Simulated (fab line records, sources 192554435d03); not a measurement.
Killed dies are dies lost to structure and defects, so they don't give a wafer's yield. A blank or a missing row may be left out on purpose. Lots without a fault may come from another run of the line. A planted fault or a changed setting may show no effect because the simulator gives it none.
fab line records | flow n5_finfet
record lots=7 wafers=39
route steps=1938 shown BEOL_M2@890 BEOL_M3@950
start_h: hours from the record's first day to the start of the lot's first wafer shown | wait_h: hours since the lot's step before | " the same as in the row above | L1.1+2: a row that stands for several wafers | - no value, or no start given | * or withheld: withheld | < > ~ a bound
route shown NAME@n: a module of which the file shows steps, and the number in the route of the first | usual: mean/standard deviation of fault-free wafers | same: alike in all rows | chamber/n: place in a boat | sites: the reading at each site | _std_site: their standard deviation | _edge_site: outer sites' mean less inner sites' | radius_mm: how far each site lies from the wafer's centre | mask NAME#n: copy n | behind: the tool/chamber that last shaped the wafer | hold: why the lot was held/for how many hours/how that ended | device: the transistor (n, p or np) that didn't switch | end of line: the same wafers' tests at the end of the route | a step without rows: its recipe alone | killed: dies lost to structure and defects at the first sort, not the wafer's yield | map: a wafer's dies, x killed, . not, _ none there
set.NAME: the setting as run; set.NAME@STEP: as run at that earlier step | model.NAME: the simulator's own value behind a step, which no gauge read
lots whose settings were changed on purpose; a table a step, a row a wafer
## steps
# step N5_BEOL_M2_TRENCH_ETCH_37
# recipe chemistry=C4F6/O2 target_depth_a=555.55 target=SiOC time_s=29.2 ion_energy_ev=250 pressure_mtorr=30 source_w=355 bias_w=185 Ar_flow_sccm=300 C4F6_flow_sccm=10 O2_flow_sccm=10
# columns lot.wafer tool chamber start_h wait_h set.time_s model.etch.depth_nm model.BEOL_M2.feature_depth_nm model.TiN_of_BEOL_M2_HM_DEP_02.thk_nm
L074.1 rie_diel-03 3 - - 40.1 76.82 76.8 16.8
L074.2 " 2 " " 40.1 73.65 73.6 17
L074.3 " 0 " " 29.2 52.44 52.4 17.8
L074.4 " 1 " " 29.2 54.33 54.4 17.6
L074.5 " 2 " " 40.1 74.71 74.8 17
L074.6 " 1 " " 29.2 54.71 54.8 18
L076.1 rie_diel-02 0 - - 29.2 54.14 54.2 17.4
L076.2 " 1 " " 29.2 54.28 54.2 17.4
L076.3 " 2 " " 29.2 57.62 57.6 17.2
L076.4 " 0 " " 29.2 53.51 53.6 17.6
L076.5 " 1 " " 29.2 54.64 54.6 17.4
L076.6 " 2 " " 29.2 57.33 57.4 17.2
L075.2 rie_diel-02 2 - - 29.2 57.19 57.2 17.6
L075.4 " 1 " " 29.2 54.39 54.4 18
L075.6 " 0 " " 29.2 53.66 53.6 18
L082.1 rie_diel-01 1 - - 29.2 54.87 54.8 17.6
L082.2 " 2 " " 29.2 56 56 17.4
L082.3 " 3 " " 29.2 58.21 58.2 17.2
L082.4 " 0 " " 29.2 52.88 52.8 17.6
L082.5 " 0 " " 29.2 52.96 53 17.4
L082.6 " 3 " " 29.2 57.38 57.4 17.4
L087.1 rie_diel-03 3 - - 43.68 83.79 83.8 16.4
L087.2 " 1 " " 43.68 86.01 86 16.4
L087.3 " 2 " " 29.2 53.2 53.2 17.4
L087.4 " 2 " " 29.2 53.01 53 17.6
L087.5 " 3 " " 43.68 83.7 83.8 16.6
L087.6 " 1 " " 29.2 57.4 57.4 17.4
L091.1 rie_diel-03 2 - - 37.55 68.29 68.2 16.8
L091.2 " 0 " " 37.55 71.26 71.2 16.8
L091.3 " 3 " " 29.2 55.23 55.2 17.4
L091.4 " 3 " " 29.2 55.69 55.6 17.2
L091.5 " 0 " " 29.2 55.37 55.4 17.2
L091.6 " 2 " " 37.55 68.17 68.2 16.8
L093.1 rie_diel-03 2 - - 29.2 53.05 53 18
L093.2 " 0 " " 29.2 55.53 55.6 17.4
L093.3 " 1 " " 15.42 30.25 30.2 19
L093.4 " 3 " " 15.42 29.52 29.6 19.2
L093.5 " 1 " " 29.2 57.76 57.8 17.2
L093.6 " 2 " " 15.42 28.45 28.4 19
# step N5_BEOL_M2_ETCH_41
# recipe chemistry=CH3F/O2 target=SiCN target_depth_a=299 taper_deg=2 time_s=52.5 ion_energy_ev=120 mask_material=TiN pressure_mtorr=30 source_w=395 bias_w=75 Ar_flow_sccm=150 CH3F_flow_sccm=30 O2_flow_sccm=20
# step N5_BEOL_M2_STRIP_97
# recipe chemistry=N2/H2 time_s=10 power_w=450 temp_c=40 pressure_mtorr=20 rf_frequency_hz=6e+07 bias_power_w=7 n2_flow_sccm=200 h2_flow_sccm=200
# step N5_BEOL_M2_OCD_MEAS_38
# usual trench_depth_nm=55.2/1.6
# columns lot.wafer tool chamber start_h wait_h set.time_s@BEOL_M2_TRENCH_ETCH_37 trench_depth_nm
L074.1 ocd-02 - 141.53 - 40.1 77.1
L074.2 " - " " 40.1 73.5
L074.3 " - " " 29.2 52.2
L074.4 " - " " 29.2 54.6
L074.5 " - " " 40.1 74.4
L074.6 " - " " 29.2 54.4
L076.1 ocd-01 - 146.15 - 29.2 53.9
L076.2 " - " " 29.2 54.0
L076.3 " - " " 29.2 57.3
L076.4 " - " " 29.2 53.4
L076.5 " - " " 29.2 54.9
L076.6 " - " " 29.2 57.1
L075.2 ocd-02 - 149.35 - 29.2 56.6
L075.4 " - " " 29.2 54.9
L075.6 " - " " 29.2 53.9
L082.1 ocd-02 - 187.17 - 29.2 54.7
L082.2 " - " " 29.2 56.3
L082.3 " - " " 29.2 57.9
L082.4 " - " " 29.2 52.4
L082.5 " - " " 29.2 53.1
L082.6 " - " " 29.2 56.9
L087.1 ocd-02 - 216.15 - 43.68 83.9
L087.2 " - " " 43.68 86.0
L087.3 " - " " 29.2 53.7
L087.4 " - " " 29.2 52.7
L087.5 " - " " 43.68 83.6
L087.6 " - " " 29.2 57.2
L091.1 ocd-01 - 242.58 - 37.55 68.6
L091.2 " - " " 37.55 71.1
L091.3 " - " " 29.2 55.0
L091.4 " - " " 29.2 55.5
L091.5 " - " " 29.2 55.5
L091.6 " - " " 37.55 67.7
L093.1 ocd-02 - 261.12 - 29.2 52.9
L093.2 " - " " 29.2 55.6
L093.3 " - " " 15.42 30.3
L093.4 " - " " 15.42 29.7
L093.5 " - " " 29.2 58.2
L093.6 " - " " 15.42 28.3
# step N5_BEOL_M2_HM_STRIP_39
# recipe chemistry=peroxide_tin_strip material=TiN target_depth_a=250 temp_c=50 time_s=158
# step N5_BEOL_M2_SRD_40
# recipe time_s=30 temp_c=23 rinse_liquid=diw dry=ipa_marangoni
# step N5_BEOL_M2_ECD_50
# recipe material=Cu target_thk_a=3000
# step N5_BEOL_M2_ANNEAL_51
# recipe temp_c=225 time_s=90 ambient=N2
# step N5_BEOL_M2_CMP_52
# recipe stop_on=SiOC t_overpolish_s=6.8 down_force_psi=1 platen_rpm=50 clearing_platen_down_force_psi=1.5 clearing_platen_rpm=50 post_cmp_clean=cu_alkaline target_thk_nm=40 clearing_platen_pad_velocity_m_s=0.99484 pad_velocity_m_s=0.99484
# columns lot.wafer tool chamber start_h wait_h set.time_s@BEOL_M2_TRENCH_ETCH_37 model.Cu_of_BEOL_M2_ECD_50.thk_nm
L074.1 cmp-02 3 146.58 0.3 40.1 61.4
L074.3 " 0 " " 29.2 35.4
L074.2 " 1 " " 40.1 58.4
L074.4 " 2 " " 29.2 38.4
L074.5 " 3 " " 40.1 61.2
L074.6 " 0 " " 29.2 38.8
L076.1 cmp-02 3 149.98 0.5 29.2 39
L076.4 " 0 " " 29.2 36.2
L076.3 " 1 " " 29.2 41.2
L076.2+5 " 2,0 " " 29.2 37.6
L076.6 " 3 " " 29.2 43.2
L075.2 cmp-03 3 152.78 0.2 29.2 41.6
L075.4 " 0 " " 29.2 40
L075.6 " 2 " " 29.2 36.4
L082.1 cmp-04 3 190.57 0.3 29.2 40.6
L082.4 " 0 " " 29.2 36.6
L082.2 " 1 " " 29.2 41.8
L082.3 " 2 " " 29.2 44
L082.6 " 3 " " 29.2 42.6
L082.5 " 0 " " 29.2 37.8
L087.2 cmp-02 0 223.37 0.4 43.68 69
L087.3 " 1 " " 29.2 37
L087.1 " 2 " " 43.68 66.8
L087.4 " 3 " " 29.2 38.4
L087.5 " 0 " " 43.68 67.6
L087.6 " 1 " " 29.2 39.8
L091.4 cmp-04 1 247.59 0.1 29.2 40.8
L091.1 " 2 " " 37.55 53.4
L091.2 " 3 " " 37.55 56.8
L091.3 " 0 " " 29.2 39.8
L091.5 " 1 " " 29.2 41
L091.6 " 2 " " 37.55 53.2
L093.1 cmp-03 0 264.58 0.3 29.2 38
L093.2 " 1 " " 29.2 38.2
L093.3 " 2 " " 15.42 13
L093.4 " 3 " " 15.42 12.2
L093.5 " 0 " " 29.2 41.8
L093.6 " 1 " " 15.42 11.2
# step N5_BEOL_M2_THK_MEAS_53
# recipe thk_meas_gauge=xrf reads=Cu_of_BEOL_M2_ECD_50
# usual M2_THK=38.7/2
# columns lot.wafer tool chamber start_h wait_h set.time_s@BEOL_M2_TRENCH_ETCH_37 M2_THK[nm]
L074.1 film_metro-01 - 146.87 - 40.1 61.6
L074.2 " - " " 40.1 58.4
L074.3 " - " " 29.2 35.5
L074.4 " - " " 29.2 38.4
L074.5 " - " " 40.1 61.4
L074.6 " - " " 29.2 38.8
L076.1 film_metro-02 - 150.27 - 29.2 38.3
L076.2 " - " " 29.2 36.9
L076.3 " - " " 29.2 40.2
L076.4 " - " " 29.2 35.8
L076.5 " - " " 29.2 36.9
L076.6 " - " " 29.2 42.3
L075.2 film_metro-01 - 153.04 - 29.2 41.3
L075.4 " - " " 29.2 39.8
L075.6 " - " " 29.2 36.3
L082.1 film_metro-02 - 190.86 - 29.2 39.8
L082.2 " - " " 29.2 40.8
L082.3 " - " " 29.2 43.1
L082.4 " - " " 29.2 35.7
L082.5 " - " " 29.2 37.1
L082.6 " - " " 29.2 41.7
L087.1 film_metro-01 - 223.67 - 43.68 66.3
L087.2 " - " " 43.68 68.9
L087.3 " - " " 29.2 36.7
L087.4 " - " " 29.2 38.2
L087.5 " - " " 43.68 67.3
L087.6 " - " " 29.2 39.5
L091.1 film_metro-02 - 247.88 - 37.55 51.8
L091.2 " - " " 37.55 55.4
L091.3 " - " " 29.2 38.8
L091.4 " - " " 29.2 39.7
L091.5 " - " " 29.2 39.9
L091.6 " - " " 37.55 52.0
L093.1 film_metro-02 - 264.88 - 29.2 37.4
L093.2 " - " " 29.2 37.4
L093.3 " - " " 15.42 12.7
L093.4 " - " " 15.42 11.9
L093.5 " - " " 29.2 41.2
L093.6 " - " " 15.42 11.0
# step N5_BEOL_M2_PRE_CLEAN_60
# recipe gas=NH3/H2 time_s=15 temp_c=* rf_power_w=300
# step N5_BEOL_M2_CO_CAP_55
# recipe material=Co target_thk_a=20 temp_c=200 precursor=CCTBA/H2 pressure_torr=30 time_s=102.1
# step N5_BEOL_M2_PRE_CLEAN_56
# recipe gas=NH3 time_s=15 temp_c=withheld rf_power_w=300
# step N5_BEOL_M2_DEP_57
# recipe material=SiCN target_thk_a=80 temp_c=withheld precursor=3MS/NH3 pressure_torr=3 rf_w=202 time_s=14
# step N5_BEOL_M2_RS_MEAS_58
# recipe thk_meas_gauge=four-point-probe reads=Co_of_BEOL_M2_CO_CAP_55+Cu_of_BEOL_M2_ECD_50+Co_of_BEOL_M2_CVD_47+TaN_of_BEOL_M2_ALD_84
# usual M2_RS=0.69/0.044
# columns lot.wafer tool chamber start_h wait_h set.time_s@BEOL_M2_TRENCH_ETCH_37 M2_RS[ohm/sq]
L074.1 film_metro-02 - 147.14 0.1 40.1 0.39
L074.2 " - " " 40.1 0.41
L074.3 " - " " 29.2 0.78
L074.4 " - " " 29.2 0.70
L074.5 " - " " 40.1 0.39
L074.6 " - " " 29.2 0.70
L076.1 film_metro-02 - 150.61 0.1 29.2 0.69
L076.2 " - " " 29.2 0.72
L076.3 " - " " 29.2 0.64
L076.4 " - " " 29.2 0.76
L076.5 " - " " 29.2 0.72
L076.6 " - " " 29.2 0.61
L075.2 film_metro-01 - 153.30 0.1 29.2 0.64
L075.4 " - " " 29.2 0.67
L075.6 " - " " 29.2 0.75
L082.1 film_metro-02 - 191.18 0.0 29.2 0.66
L082.2 " - " " 29.2 0.63
L082.3 " - " " 29.2 0.59
L082.4 " - " " 29.2 0.75
L082.5 " - " " 29.2 0.72
L082.6 " - " " 29.2 0.61
L087.1 film_metro-01 - 223.94 0.1 43.68 0.35
L087.2 " - " " 43.68 0.34
L087.3 " - " " 29.2 0.74
L087.4 " - " " 29.2 0.71
L087.5 " - " " 43.68 0.35
L087.6 " - " " 29.2 0.67
L091.1 film_metro-01 - 248.14 0.0 37.55 0.47
L091.2 " - " " 37.55 0.43
L091.3 " - " " 29.2 0.67
L091.4 " - " " 29.2 0.65
L091.5 " - " " 29.2 0.65
L091.6 " - " " 37.55 0.46
L093.1 film_metro-01 - 265.14 0.0 29.2 0.72
L093.2 " - " " 29.2 0.71
L093.3 " - " " 15.42 3.16
L093.4 " - " " 15.42 3.45
L093.5 " - " " 29.2 0.63
L093.6 " - " " 15.42 3.87
# step N5_BEOL_M3_ETCH_64
# recipe chemistry=N2/H2 target=SOC target_depth_a=750 overetch_a=150 mask_material=SiARC temp_c=40 time_s=112.5 ion_energy_ev=200 pressure_mtorr=30 source_w=840 bias_w=150 n2_flow_sccm=200 h2_flow_sccm=200
# columns lot.wafer tool chamber start_h wait_h set.time_s model.etch.depth_nm model.SiARC_of_BEOL_M3_COAT_62.thk_nm model.BEOL_M3.cd_offset_nm
L074.1 rie_diel-04 2 150.23 0.0 112.5 60.12 7 -0.2
L074.2 " 0 " " 45.29 35.77 9.8 -1.4
L074.3 " 1 " " 112.5 60.25 6.8 0
L074.4 " 0 " " 45.29 35.93 10 -1.4
L074.5 " 1 " " 112.5 60.29 6.8 0
L074.6 " 2 " " 45.29 34.33 10 -1.4
L076.1 rie_diel-04 0 153.05 0.0 112.5 60.49 7 -0.2
L076.2 " 1 " " 65.01 52.07 9 -0.8
L076.3 " 2 " " 112.5 60.21 7.2 -0.2
L076.4 " 0 " " 65.01 50.45 9.2 -1
L076.5 " 2 " " 65.01 48.49 9.2 -0.6
L076.6 " 1 " " 112.5 60.12 6.8 0.2
L075.2 rie_diel-04 1 156.81 0.0 112.5 60.43 6.8 0
L075.4 " 2 " " 112.5 60.55 7 0
L075.6 " 1 " " 112.5 60.28 6.8 0
L082.1 rie_diel-05 3 193.42 0.0 112.5 59.77 6.8 -0.2
L082.2 " 2 " " 112.5 59.86 7 0
L082.3 " 1 " " 112.5 59.9 6.8 -0.2
L082.4 " 0 " " 59.78 47.39 9.2 -1.4
L082.5 " 3 " " 59.78 46 9.2 -1.4
L082.6 " 0 " " 59.78 47.37 9.2 -1.4
L087.1 rie_diel-04 0 226.41 0.0 112.5 60.33 7 -0.4
L087.2 " 3 " " 172.8 60.12 3.8 1
L087.3 " 1 " " 172.8 60.23 4 1
L087.4 " 2 " " 112.5 60.21 7 -0.6
L087.5 " 1 " " 172.8 60.21 4.2 1
L087.6 " 2 " " 112.5 60.32 7 -0.6
L091.1 rie_diel-04 2 249.40 0.0 175 59.91 4.2 0.6
L091.2 " 0 " " 175 59.94 4.2 0.8
L091.3 " 3 " " 112.5 59.99 6.6 -0.2
L091.4 " 1 " " 175 59.84 4.2 1
L091.5 " 0 " " 112.5 59.99 7 -0.4
L091.6 " 1 " " 112.5 60.03 6.8 -0.6
L093.1 rie_diel-05 3 266.80 0.0 69.76 54.26 8.6 -0.8
L093.2 " 1 " " 112.5 60.12 6.8 -0.2
L093.3 " 0 " " 69.76 54.31 8.8 -1.2
L093.4 " 2 " " 112.5 59.93 7 0.4
L093.5 " 1 " " 112.5 59.94 6.8 -0.2
L093.6 " 2 " " 69.76 55.67 8.8 -0.6
# step N5_BEOL_M3_STRIP_65
# recipe chemistry=N2/H2 temp_c=40 n2_flow_sccm=200 h2_flow_sccm=200 rf_frequency_hz=6e+07
# step N5_BEOL_M3_STRIP_75
# recipe chemistry=N2/H2 temp_c=40 n2_flow_sccm=200 h2_flow_sccm=200 rf_frequency_hz=6e+07
# step N5_BEOL_M3_STRIP_66
# recipe chemistry=CF4 resist=SiARC power_w=300 bias_power_w=75 pressure_mtorr=50 cf4_flow_sccm=150 rf_frequency_hz=6e+07
# step N5_BEOL_M3_HM_OPEN_17
# recipe chemistry=Cl2/BCl3 target_depth_a=200 overetch_a=60 target=TiN mask_material=SOC ion_energy_ev=150 pressure_mtorr=10 icp_w=1000 bias_w=126 Cl2_flow_sccm=53.25 bcl3_flow_sccm=21.75 Ar_flow_sccm=25
# columns lot.wafer tool chamber start_h wait_h set.time_s@BEOL_M3_ETCH_64 model.BEOL_M3.cd_offset_nm
L074.1 rie_metal-02 1 150.40 0.0 112.5 -0.4
L074.2+4 " 1 " " 45.29 -1.6
L074.3+5 " 1 " " 112.5 -0.2
L074.6 " 1 " " 45.29 -1.8
L076.1+3 rie_metal-02 1 153.22 0.0 112.5 -0.4
L076.2 " 1 " " 65.01 -0.8
L076.4+5 " 1 " " 65.01 -1
L076.6 " 1 " " 112.5 -0.2
L075.2+4 rie_metal-01 0 156.98 0.0 112.5 0
L075.6 " 0 " " 112.5 0.2
L082.1+3 rie_metal-01 0 193.59 0.0 112.5 -0.2
L082.2 " 1 " " 112.5 0.2
L082.4+5 " 1,0 " " 59.78 -1.4
L082.6 " 1 " " 59.78 -1.2
L087.1 rie_metal-02 1 226.58 0.0 112.5 -0.6
L087.2+3 " 0 " " 172.8 1.2
L087.4 " 1 " " 112.5 -0.8
L087.5 " 1 " " 172.8 0.8
L087.6 " 0 " " 112.5 -0.4
L091.1 rie_metal-01 0 249.57 0.0 175 0.6
L091.2+4 " 1,0 " " 175 1
L091.3 " 1 " " 112.5 0
L091.5 " 0 " " 112.5 -0.4
L091.6 " 1 " " 112.5 -0.2
L093.1+6 rie_metal-01 1 266.97 0.0 69.76 -0.6
L093.2 " 0 " " 112.5 -0.2
L093.3 " 1 " " 69.76 -1
L093.4 " 0 " " 112.5 0.2
L093.5 " 0 " " 112.5 -0.4
# step N5_BEOL_M3_STRIP_19
# recipe chemistry=O2 power_w=400 temp_c=40 pressure_mtorr=30 rf_frequency_hz=6e+07 bias_power_w=0 overash_fraction=0.2 o2_flow_sccm=225
# step N5_BEOL_M3_PRECLEAN_42
# recipe chemistry=residue_remover time_s=60 temp_c=40
# step N5_BEOL_M3_SRD_43
# recipe time_s=30 temp_c=23 rinse_liquid=diw dry=ipa_marangoni
# step N5_BEOL_M3_CD_MEAS_35
# recipe target_cd_nm=18 target_cd_y_nm=21 polarity=opening
# usual cd_nm=17.9/0.38
# columns lot.wafer tool chamber start_h wait_h set.time_s@BEOL_M3_ETCH_64 cd_nm
L074.1 cd_sem-01 - 152.60 0.0 112.5 17.3
L074.2 " - " " 45.29 -
L074.3 " - " " 112.5 18.1
L074.4 " - " " 45.29 -
L074.5 " - " " 112.5 17.7
L074.6 " - " " 45.29 -
L076.1 cd_sem-01 - 158.00 0.0 112.5 17.6
L076.2 " - " " 65.01 -
L076.3 " - " " 112.5 17.9
L076.4 " - " " 65.01 -
L076.5 " - " " 65.01 -
L076.6 " - " " 112.5 17.9
L075.2 cd_sem-03 - 163.48 0.0 112.5 18.4
L075.4 " - " " 112.5 17.7
L075.6 " - " " 112.5 18.1
L082.1 cd_sem-02 - 195.26 0.0 112.5 17.6
L082.2 " - " " 112.5 17.8
L082.3 " - " " 112.5 17.6
L082.4 " - " " 59.78 -
L082.5 " - " " 59.78 -
L082.6 " - " " 59.78 -
L087.1 cd_sem-03 - 228.20 0.0 112.5 18.0
L087.2 " - " " 172.8 19.4
L087.3 " - " " 172.8 19.2
L087.4 " - " " 112.5 16.9
L087.5 " - " " 172.8 19.3
L087.6 " - " " 112.5 17.2
L091.1 cd_sem-03 - 251.74 0.0 175 19.1
L091.2 " - " " 175 19.7
L091.3 " - " " 112.5 18.5
L091.4 " - " " 175 19.6
L091.5 " - " " 112.5 17.9
L091.6 " - " " 112.5 18.0
L093.1 cd_sem-01 - 270.11 0.0 69.76 -
L093.2 " - " " 112.5 17.8
L093.3 " - " " 69.76 -
L093.4 " - " " 112.5 18.9
L093.5 " - " " 112.5 17.7
L093.6 " - " " 69.76 -
## key
split step=N5_BEOL_M2_TRENCH_ETCH_37 setting=time_s stated=29.2 by=wafer
response step=N5_BEOL_M2_TRENCH_ETCH_37 reading=model.etch.depth_nm change=+0.566 per=1% r=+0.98
response step=N5_BEOL_M2_TRENCH_ETCH_37 reading=model.BEOL_M2.feature_depth_nm change=+0.566 per=1% r=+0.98
response step=N5_BEOL_M2_TRENCH_ETCH_37 reading=model.TiN_of_BEOL_M2_HM_DEP_02.thk_nm change=-0.0243 per=1% r=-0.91
response step=N5_BEOL_M2_OCD_MEAS_38 reading=trench_depth_nm change=+0.567 per=1% r=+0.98
response step=N5_BEOL_M2_CMP_52 reading=model.Cu_of_BEOL_M2_ECD_50.thk_nm change=+0.579 per=1% r=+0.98
response step=N5_BEOL_M2_THK_MEAS_53 reading=M2_THK change=+0.575 per=1% r=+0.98
response step=N5_BEOL_M2_RS_MEAS_58 reading=M2_RS shape=bent at_lowest=3.49 at_stated=0.68 at_highest=0.35
split step=N5_BEOL_M3_ETCH_64 setting=time_s stated=112.5 by=wafer
response step=N5_BEOL_M3_ETCH_64 reading=model.etch.depth_nm shape=bent at_lowest=35.34 at_stated=60.15 at_highest=59.9
response step=N5_BEOL_M3_ETCH_64 reading=model.SiARC_of_BEOL_M3_COAT_62.thk_nm change=-0.0508 per=1% r=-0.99
response step=N5_BEOL_M3_ETCH_64 reading=model.BEOL_M3.cd_offset_nm change=+0.0235 per=1% r=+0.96
response step=N5_BEOL_M3_HM_OPEN_17 reading=model.BEOL_M3.cd_offset_nm change=+0.0227 per=1% r=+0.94
response step=N5_BEOL_M3_CD_MEAS_35 reading=cd_nm change=+0.0298 per=1% r=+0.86
